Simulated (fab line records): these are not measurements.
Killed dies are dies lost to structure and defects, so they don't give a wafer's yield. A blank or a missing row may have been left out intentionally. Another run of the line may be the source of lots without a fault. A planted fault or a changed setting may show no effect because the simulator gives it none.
Which tool is to blame? | flow n5-finfet | Sampling: 24 lots, 72 wafers, 6 of 1938 route steps

== WHAT THE GAUGES READ, wafer by wafer ==
No reading from a measuring or inspecting step in the record can be judged against a usual standard deviation.

== EACH LOT AND THE TOOL THAT RAN IT (in order: tool; ch and the chambers of the sampled wafers; start) ==
lot  | N5_BEOL_M0_SAQP_DESCUM_19          | N5_BEOL_M0_SAQP_SPACER1_ALD_98    | N5_BEOL_M0_STRIP_140               | N5_BEOL_M0_ETCH_109                | N5_BEOL_M0_DEGAS_112         | N5_BEOL_M0_ANNEAL_119
L074 | rie-diel-03 ch 0,2,3, day 5 19:32  | ald-sin-03 ch 0,1,3, day 5 20:26  | rie-diel-04 ch 1,2,3, day 6 01:22  | rie-diel-05 ch 0,1,2, day 6 01:46  | pvd-sputter-03, day 6 02:27  | rtp-anneal-01 ch 0, day 6 03:33
L075 | rie-diel-03 ch 0,2,3, day 6 00:14  | ald-sin-04 ch 2,3, day 6 01:09    | rie-diel-04 ch 1,2,3, day 6 18:18  | rie-diel-05 ch 0,2,3, day 6 19:08  | pvd-sputter-03, day 6 19:20  | rtp-anneal-01 ch 0, day 6 20:41
L076 | rie-diel-01 ch 1,2,3, day 6 02:44  | ald-sin-04 ch 0,1,3, day 6 03:41  | rie-diel-04 ch 1,2, day 6 18:22    | rie-diel-05 ch 0,2, day 6 19:26    | pvd-sputter-01, day 6 20:38  | rtp-anneal-02 ch 0, day 6 21:52
L077 | rie-diel-06 ch 0,2,3, day 6 09:06  | ald-sin-03 ch 2,3, day 6 09:59    | rie-diel-04 ch 0,1,2, day 6 15:44  | rie-diel-02 ch 0,1,2, day 6 16:09  | pvd-sputter-02, day 6 16:20  | rtp-anneal-02 ch 0, day 6 18:52
L078 | rie-diel-06 ch 1,3, day 6 14:46    | ald-sin-04 ch 2,3, day 6 15:41    | rie-diel-05 ch 0,1,2, day 6 21:01  | rie-diel-05 ch 0,3, day 6 21:26    | pvd-sputter-02, day 6 21:42  | rtp-anneal-01 ch 0, day 6 23:21
L079 | rie-diel-01 ch 0,2, day 6 17:07    | ald-sin-03 ch 0,2,3, day 6 18:31  | rie-diel-04 ch 0,1, day 6 23:29    | rie-diel-05 ch 0,2,3, day 6 23:53  | pvd-sputter-01, day 7 01:53  | rtp-anneal-01 ch 0, day 7 03:19
L080 | rie-diel-01 ch 0,2, day 7 03:16    | ald-sin-04 ch 0,1,3, day 7 04:09  | rie-diel-04 ch 0,2, day 7 10:11    | rie-diel-05 ch 0,3, day 7 10:41    | pvd-sputter-01, day 7 10:52  | rtp-anneal-01 ch 0, day 7 11:58
L081 | rie-diel-03 ch 0,1, day 7 07:28    | ald-sin-03 ch 1,2,3, day 7 08:21  | rie-diel-05 ch 0,1,2, day 7 14:17  | rie-diel-04 ch 2,3, day 7 15:14    | pvd-sputter-02, day 7 17:14  | rtp-anneal-02 ch 0, day 7 18:22
L082 | rie-diel-06 ch 0,3, day 7 13:44    | ald-sin-03 ch 1,2, day 7 14:37    | rie-diel-05 ch 0,1,3, day 7 20:03  | rie-diel-02 ch 1,2, day 7 20:40    | pvd-sputter-02, day 7 21:30  | rtp-anneal-02 ch 0, day 8 00:03
L083 | rie-diel-01 ch 0,2,3, day 8 00:59  | ald-sin-04 ch 0,2, day 8 01:53    | rie-diel-05 ch 0,1,2, day 8 08:23  | rie-diel-05 ch 0,1, day 8 08:53    | pvd-sputter-02, day 8 09:37  | rtp-anneal-02 ch 0, day 8 11:14
L085 | rie-diel-06 ch 1,3, day 8 13:38    | ald-sin-03 ch 0,2, day 8 15:26    | rie-diel-02 ch 0,2,3, day 8 22:33  | rie-diel-02 ch 0,3, day 8 22:58    | pvd-sputter-03, day 8 23:20  | rtp-anneal-02 ch 0, day 9 00:41
L086 | rie-diel-06 ch 1,2,3, day 8 16:45  | ald-sin-01 ch 1,2,3, day 8 18:05  | rie-diel-02 ch 1,2,3, day 9 00:20  | rie-diel-02 ch 0,2,3, day 9 00:59  | pvd-sputter-01, day 9 01:33  | rtp-anneal-02 ch 0, day 9 04:22
L084 | rie-diel-06 ch 0,1,2, day 8 17:22  | ald-sin-03 ch 0,1,3, day 8 18:16  | rie-diel-04 ch 0,2,3, day 9 03:58  | rie-diel-02 ch 0,1, day 9 05:03    | pvd-sputter-02, day 9 07:24  | rtp-anneal-01 ch 0, day 9 08:37
L087 | rie-diel-06 ch 1,2, day 8 23:43    | ald-sin-03 ch 1,3, day 9 00:39    | rie-diel-02 ch 0,1, day 9 08:14    | rie-diel-05 ch 1,3, day 9 09:06    | pvd-sputter-01, day 9 09:19  | rtp-anneal-01 ch 0, day 9 12:05
L088 | rie-diel-01 ch 1,2,3, day 9 01:37  | ald-sin-01 ch 2,3, day 9 02:47    | rie-diel-05 ch 1,2,3, day 9 08:29  | rie-diel-05 ch 2,3, day 9 09:11    | pvd-sputter-01, day 9 09:29  | rtp-anneal-02 ch 0, day 9 12:14
L089 | rie-diel-03 ch 1,2,3, day 9 09:57  | ald-sin-01 ch 1,3, day 9 11:35    | rie-diel-02 ch 0,1,3, day 9 21:11  | rie-diel-05 ch 1,2,3, day 10 00:46 | pvd-sputter-03, day 10 00:57 | rtp-anneal-02 ch 0, day 10 02:25
L090 | rie-diel-06 ch 0,1,3, day 9 12:26  | ald-sin-01 ch 0,2,3, day 9 13:47  | rie-diel-02 ch 0,1,3, day 9 21:07  | rie-diel-02 ch 0,2,3, day 10 00:24 | pvd-sputter-03, day 10 00:34 | rtp-anneal-01 ch 0, day 10 01:40
L091 | rie-diel-06 ch 0,2,3, day 9 20:35  | ald-sin-04 ch 0,1,2, day 9 21:29  | rie-diel-05 ch 1,2, day 10 05:20   | rie-diel-02 ch 1,2,3, day 10 09:12 | pvd-sputter-02, day 10 09:28 | rtp-anneal-01 ch 0, day 10 11:17
L092 | rie-diel-01 ch 0,1, day 10 06:20   | ald-sin-01 ch 0,1, day 10 08:51   | rie-diel-02 ch 1,2, day 10 17:59   | rie-diel-02 ch 1,2,3, day 10 18:53 | pvd-sputter-01, day 10 19:11 | rtp-anneal-02 ch 0, day 10 20:23
L093 | rie-diel-01 ch 0,1,2, day 10 08:02 | ald-sin-01 ch 0,2,3, day 10 09:52 | rie-diel-04 ch 0,2,3, day 10 18:02 | rie-diel-02 ch 0,1,2, day 10 18:58 | pvd-sputter-03, day 10 19:22 | rtp-anneal-01 ch 0, day 10 20:26
L094 | rie-diel-06 ch 1,2, day 10 13:11   | ald-sin-04 ch 2,3, day 10 15:35   | rie-diel-02 ch 0,2,3, day 11 00:39 | rie-diel-04 ch 0,3, day 11 01:26   | pvd-sputter-03, day 11 01:44 | rtp-anneal-02 ch 0, day 11 02:57
L095 | rie-diel-01 ch 0,2,3, day 10 16:17 | ald-sin-01 ch 2,3, day 10 17:16   | rie-diel-02 ch 0,1,3, day 11 00:43 | rie-diel-04 ch 0,1, day 11 01:58   | pvd-sputter-01, day 11 02:08 | rtp-anneal-02 ch 0, day 11 04:32
L096 | rie-diel-01 ch 0,1,3, day 10 22:15 | ald-sin-03 ch 0,1,3, day 10 23:16 | rie-diel-05 ch 0,2,3, day 11 05:29 | rie-diel-02 ch 0,1,2, day 11 06:33 | pvd-sputter-03, day 11 07:40 | rtp-anneal-01 ch 0, day 11 09:02
L097 | rie-diel-06 ch 0,3, day 11 08:25   | ald-sin-01 ch 0,2,3, day 11 09:33 | rie-diel-05 ch 0,1, day 11 21:32   | rie-diel-05 ch 0,1, day 11 22:01   | pvd-sputter-02, day 11 22:31 | rtp-anneal-02 ch 0, day 12 00:38
- N5_BEOL_M0_SAQP_DESCUM_19: chemistry O2, time 7.9 s.
- N5_BEOL_M0_SAQP_SPACER1_ALD_98: deposits SiO2, target thk 12.8 nm, pulse time 1 s, purge time 2 s.
- N5_BEOL_M0_STRIP_140: strips in CF4.
- N5_BEOL_M0_ETCH_109: etches SiCN in CH3F/O2, target depth 8 nm, overetch 2.4 nm, time 27.4 s.
- N5_BEOL_M0_DEGAS_112: time 60 s.
- N5_BEOL_M0_ANNEAL_119: time 90 s.

== AS READ BY THE TOOLS THEMSELVES (means over the sampled wafers that have a number; for cases with no such wafer, the mark the record gives instead) ==
N5_BEOL_M0_SAQP_DESCUM_19.
lot  | tool        | drypump-motor-current-A (A) | oes-product-au (a.u.) | rf-vpp-V (V) | showerhead-plenum-p-Torr (Torr) | temp-c (C) | throttle-valve-pct (%)
L074 | rie-diel-03 | 5.5                         | 0.78                  | 244.0        | 2.12                            | 40.01      | 20.25
L075 | rie-diel-03 | 5.4                         | 0.78                  | 243.6        | 2.12                            | 40.10      | 20.26
L076 | rie-diel-01 | 6.1                         | 0.79                  | 241.8        | 2.04                            | 39.96      | 20.30
L077 | rie-diel-06 | 5.4                         | 0.84                  | 242.7        | 2.11                            | 40.10      | 20.43
L078 | rie-diel-06 | 5.5                         | 0.87                  | 244.0        | 2.18                            | 39.94      | 20.18
L079 | rie-diel-01 | 5.5                         | 0.72                  | 243.6        | 2.11                            | 40.01      | 20.41
L080 | rie-diel-01 | 5.5                         | 0.72                  | 244.5        | 2.10                            | 40.02      | 20.42
L081 | rie-diel-03 | 5.7                         | 0.82                  | 245.2        | 2.21                            | 40.14      | 19.99
L082 | rie-diel-06 | 5.6                         | 0.89                  | 243.0        | 2.10                            | 40.07      | 20.39
L083 | rie-diel-01 | 5.8                         | 0.78                  | 243.1        | 2.06                            | 40.01      | 20.35
L085 | rie-diel-06 | 5.5                         | 0.85                  | 244.9        | 2.18                            | 40.02      | 20.19
L086 | rie-diel-06 | 5.5                         | 0.80                  | 243.8        | 2.13                            | 39.96      | 20.28
L084 | rie-diel-06 | 5.6                         | 0.83                  | 244.3        | 2.07                            | 39.95      | 20.25
L087 | rie-diel-06 | 5.4                         | 0.75                  | 243.4        | 2.08                            | 39.91      | 20.32
L088 | rie-diel-01 | 6.0                         | 0.77                  | 241.5        | 2.04                            | 40.02      | 20.32
L089 | rie-diel-03 | 5.7                         | 0.74                  | 243.6        | 2.10                            | 40.02      | 20.23
L090 | rie-diel-06 | 5.7                         | 0.86                  | 243.8        | 2.12                            | 39.94      | 20.20
L091 | rie-diel-06 | 5.4                         | 0.80                  | 243.8        | 2.10                            | 40.00      | 20.47
L092 | rie-diel-01 | 5.6                         | 0.71                  | 243.3        | 2.10                            | 39.99      | 20.29
L093 | rie-diel-01 | 5.7                         | 0.70                  | 244.1        | 2.07                            | 39.93      | 20.43
L094 | rie-diel-06 | 5.4                         | 0.75                  | 243.7        | 2.07                            | 40.09      | 20.34
L095 | rie-diel-01 | 5.8                         | 0.75                  | 242.4        | 2.06                            | 40.00      | 20.37
L096 | rie-diel-01 | 5.7                         | 0.75                  | 242.9        | 2.08                            | 40.12      | 20.25
L097 | rie-diel-06 | 5.5                         | 0.83                  | 244.2        | 2.14                            | 40.00      | 20.43

N5_BEOL_M0_SAQP_SPACER1_ALD_98.
lot  | tool       | heater-power-w (W) | precursor-pulse-height-rel
L074 | ald-sin-03 | 511                | 1.005
L075 | ald-sin-04 | 406                | 1.005
L076 | ald-sin-04 | 469                | 1.037
L077 | ald-sin-03 | 491                | 0.996
L078 | ald-sin-04 | 425                | 1.010
L079 | ald-sin-03 | 507                | 0.989
L080 | ald-sin-04 | 470                | 1.000
L081 | ald-sin-03 | 508                | 0.990
L082 | ald-sin-03 | 508                | 0.998
L083 | ald-sin-04 | 436                | 1.007
L085 | ald-sin-03 | 503                | 0.996
L086 | ald-sin-01 | 528                | 1.006
L084 | ald-sin-03 | 511                | 1.011
L087 | ald-sin-03 | 507                | 1.001
L088 | ald-sin-01 | 523                | 0.990
L089 | ald-sin-01 | 486                | 1.012
L090 | ald-sin-01 | 494                | 0.984
L091 | ald-sin-04 | 443                | 1.002
L092 | ald-sin-01 | 432                | 1.001
L093 | ald-sin-01 | 496                | 0.998
L094 | ald-sin-04 | 412                | 0.991
L095 | ald-sin-01 | 563                | 1.014
L096 | ald-sin-03 | 516                | 0.995
L097 | ald-sin-01 | 493                | 1.005

N5_BEOL_M0_STRIP_140.
lot  | tool        | drypump-motor-current-A (A) | oes-product-au (a.u.) | rf-vpp-V (V) | showerhead-plenum-p-Torr (Torr) | throttle-valve-pct (%)
L074 | rie-diel-04 | 5.2                         | 0.77                  | 269.1        | 1.78                            | 13.60
L075 | rie-diel-04 | 5.2                         | 0.77                  | 271.4        | 1.78                            | 13.62
L076 | rie-diel-04 | 5.0                         | 0.83                  | 270.8        | 1.79                            | 13.54
L077 | rie-diel-04 | 5.3                         | 0.77                  | 269.9        | 1.78                            | 13.67
L078 | rie-diel-05 | 5.5                         | 0.75                  | 270.9        | 1.81                            | 13.52
L079 | rie-diel-04 | 5.5                         | 0.70                  | 271.7        | 1.81                            | 13.81
L080 | rie-diel-04 | 5.2                         | 0.83                  | 271.0        | 1.75                            | 13.53
L081 | rie-diel-05 | 5.5                         | 0.75                  | 271.3        | 1.80                            | 13.54
L082 | rie-diel-05 | 5.4                         | 0.81                  | 271.1        | 1.82                            | 13.45
L083 | rie-diel-05 | 5.5                         | 0.74                  | 272.0        | 1.80                            | 13.56
L085 | rie-diel-02 | 5.7                         | 0.76                  | 271.4        | 1.80                            | 13.66
L086 | rie-diel-02 | 5.4                         | 0.81                  | 273.2        | 1.85                            | 13.54
L084 | rie-diel-04 | 5.4                         | 0.74                  | 271.1        | 1.73                            | 13.66
L087 | rie-diel-02 | 5.4                         | 0.75                  | 270.3        | 1.74                            | 13.54
L088 | rie-diel-05 | 5.7                         | 0.76                  | 271.2        | 1.83                            | 13.57
L089 | rie-diel-02 | 5.3                         | 0.80                  | 270.9        | 1.79                            | 13.51
L090 | rie-diel-02 | 5.3                         | 0.80                  | 270.9        | 1.79                            | 13.50
L091 | rie-diel-05 | 5.8                         | 0.70                  | 272.1        | 1.81                            | 13.69
L092 | rie-diel-02 | 5.6                         | 0.74                  | 272.2        | 1.84                            | 13.68
L093 | rie-diel-04 | 5.4                         | 0.74                  | 269.0        | 1.73                            | 13.67
L094 | rie-diel-02 | 5.7                         | 0.75                  | 271.6        | 1.79                            | 13.71
L095 | rie-diel-02 | 5.3                         | 0.79                  | 270.4        | 1.79                            | 13.54
L096 | rie-diel-05 | 5.5                         | 0.77                  | 271.9        | 1.85                            | 13.47
L097 | rie-diel-05 | 5.1                         | 0.75                  | 271.9        | 1.79                            | 13.52

N5_BEOL_M0_ETCH_109.
lot  | tool        | drypump-motor-current-A (A) | oes-product-au (a.u.) | rf-vpp-V (V) | showerhead-plenum-p-Torr (Torr) | throttle-valve-pct (%)
L074 | rie-diel-05 | 5.4                         | 0.66                  | 297.6        | 2.00                            | 16.16
L075 | rie-diel-05 | 5.5                         | 0.71                  | 299.0        | 2.07                            | 16.06
L076 | rie-diel-05 | 5.3                         | 0.68                  | 298.3        | 2.03                            | 15.97
L077 | rie-diel-02 | 5.5                         | 0.67                  | 297.5        | 2.01                            | 16.30
L078 | rie-diel-05 | 5.4                         | 0.77                  | 298.9        | 2.09                            | 16.00
L079 | rie-diel-05 | 5.5                         | 0.70                  | 298.7        | 2.07                            | 16.06
L080 | rie-diel-05 | 5.2                         | 0.73                  | 299.0        | 2.05                            | 15.94
L081 | rie-diel-04 | 5.1                         | 0.72                  | 296.4        | 1.93                            | 16.20
L082 | rie-diel-02 | 5.2                         | 0.71                  | 298.0        | 2.06                            | 16.19
L083 | rie-diel-05 | 5.1                         | 0.67                  | 297.3        | 1.98                            | 16.07
L085 | rie-diel-02 | 5.5                         | 0.71                  | 297.6        | 1.99                            | 16.25
L086 | rie-diel-02 | 5.7                         | 0.66                  | 297.3        | 2.00                            | 16.37
L084 | rie-diel-02 | 5.4                         | 0.65                  | 296.4        | 1.96                            | 16.31
L087 | rie-diel-05 | 5.6                         | 0.67                  | 297.4        | 1.98                            | 16.37
L088 | rie-diel-05 | 5.8                         | 0.66                  | 299.7        | 2.09                            | 16.23
L089 | rie-diel-05 | 5.7                         | 0.67                  | 298.0        | 2.03                            | 16.32
L090 | rie-diel-02 | 5.7                         | 0.66                  | 297.1        | 2.00                            | 16.38
L091 | rie-diel-02 | 5.4                         | 0.69                  | 297.7        | 2.04                            | 16.27
L092 | rie-diel-02 | 5.4                         | 0.69                  | 298.7        | 2.04                            | 16.28
L093 | rie-diel-02 | 5.5                         | 0.64                  | 297.3        | 2.00                            | 16.36
L094 | rie-diel-04 | 5.7                         | 0.61                  | 296.0        | 1.90                            | 16.47
L095 | rie-diel-04 | 5.7                         | 0.60                  | 296.8        | 1.96                            | 16.55
L096 | rie-diel-02 | 5.5                         | 0.64                  | 296.3        | 2.00                            | 16.37
L097 | rie-diel-05 | 5.3                         | 0.64                  | 295.7        | 1.94                            | 16.33

N5_BEOL_M0_DEGAS_112.
lot  | tool           | heater-power-w (W)
L074 | pvd-sputter-03 | 379
L075 | pvd-sputter-03 | 411
L076 | pvd-sputter-01 | 315
L077 | pvd-sputter-02 | 367
L078 | pvd-sputter-02 | 374
L079 | pvd-sputter-01 | 315
L080 | pvd-sputter-01 | 318
L081 | pvd-sputter-02 | 407
L082 | pvd-sputter-02 | 411
L083 | pvd-sputter-02 | 306
L085 | pvd-sputter-03 | 417
L086 | pvd-sputter-01 | 333
L084 | pvd-sputter-02 | 393
L087 | pvd-sputter-01 | 327
L088 | pvd-sputter-01 | 327
L089 | pvd-sputter-03 | 362
L090 | pvd-sputter-03 | 309
L091 | pvd-sputter-02 | 364
L092 | pvd-sputter-01 | 336
L093 | pvd-sputter-03 | 305
L094 | pvd-sputter-03 | 356
L095 | pvd-sputter-01 | 322
L096 | pvd-sputter-03 | 347
L097 | pvd-sputter-02 | 354

N5_BEOL_M0_ANNEAL_119.
lot  | tool          | wafer_temp_C_max
L074 | rtp-anneal-01 | 226.0
L075 | rtp-anneal-01 | 225.6
L076 | rtp-anneal-02 | 226.6
L077 | rtp-anneal-02 | 226.0
L078 | rtp-anneal-01 | 225.9
L079 | rtp-anneal-01 | 225.5
L080 | rtp-anneal-01 | 225.7
L081 | rtp-anneal-02 | 226.4
L082 | rtp-anneal-02 | 226.2
L083 | rtp-anneal-02 | 226.7
L085 | rtp-anneal-02 | 226.5
L086 | rtp-anneal-02 | 226.3
L084 | rtp-anneal-01 | 225.8
L087 | rtp-anneal-01 | 225.6
L088 | rtp-anneal-02 | 226.4
L089 | rtp-anneal-02 | 226.4
L090 | rtp-anneal-01 | 225.7
L091 | rtp-anneal-01 | 225.8
L092 | rtp-anneal-02 | 226.3
L093 | rtp-anneal-01 | 225.8
L094 | rtp-anneal-02 | 226.7
L095 | rtp-anneal-02 | 226.3
L096 | rtp-anneal-01 | 225.9
L097 | rtp-anneal-02 | 226.4

== THE ANSWER, worked out from the rows above alone ==
Rule: usual is defined by the lots themselves. Put in order of their means at a reading, lots are off if they are a third of the lots or fewer, leave a main group of 4 or more, and stand apart from it by a gap of 3 or more times the standard deviation of the main group's means; of several such gaps the widest counts. Not used: any main group whose means are identical at the precision the tables above print for the reading. A lot without any number at a reading at which 4 lots or more have one is off too. Where the step has rows for the other lots, those lots are counted as sound. The gauges are gone through in route order, then the tools' own readings, and for those a lot's mean is taken as printed above. At the first step where some lot is off, the reading lying furthest off is the one used; lots without a number count as furthest.
No lot is off at any reading shown: from this, nothing can be told.

== WHAT WAS PUT IN BY THE SIMULATOR ==
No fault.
